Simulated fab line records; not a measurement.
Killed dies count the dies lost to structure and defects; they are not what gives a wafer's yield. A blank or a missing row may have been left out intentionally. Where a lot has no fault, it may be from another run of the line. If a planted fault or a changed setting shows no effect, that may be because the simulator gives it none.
Chamber matching | flow n5Finfet | N5_BEOL_M0_SAQP_ETCH_101 on rieDiel-04: 4 sister chambers
The step etches SiNx in CH3F/O2, target depth 29.9 nm, time 42.7 s. 4 wafers are shown with their chamber, then 8 later ones without.

## WAFERS WITH THEIR CHAMBER
wafer  | chamber | drypumpMotorCurrentA (A)
L084.2 | 2       | 5.8
L088.5 | 3       | 6.0
L088.6 | 0       | 5.3
L089.4 | 1       | 5.4

## WAFERS WHOSE CHAMBER IS MISSING
wafer  | drypumpMotorCurrentA (A)
L089.5 | 5.3
L089.6 | 5.5
L091.1 | 6.0
L091.3 | 5.4
L091.5 | 5.8
L097.1 | 5.4
L097.3 | 5.3
L097.5 | 5.3

## WHICH CHAMBER EACH ONE RAN IN
wafer  | from the rows above | in truth
L089.5 | 0                   | 0
L089.6 | 1                   | 1
L091.1 | 3                   | 3
L091.3 | 1                   | 1
L091.5 | 2                   | 2
L097.1 | 1                   | 1
L097.3 | 0                   | 0
L097.5 | 0                   | 0
Correct placement for 8 of the 8. Not placeable from these rows: 0. Number placed wrongly: 0.
How it was worked out, from the rows above alone: a wafer's distance from a chamber is the root of the sum, over the readings, of the square of ((its reading less the chamber's mean) divided by the reading's scatter). If the next closest chamber is less than 2 further off than the closest, the wafer can't be placed; otherwise it belongs to the closest. For every chamber, the mean is computed from those of its wafers that are shown. The scatter: with one shown wafer a chamber, the root of the mean of the squares of how far each hidden wafer lies from its nearest shown one.
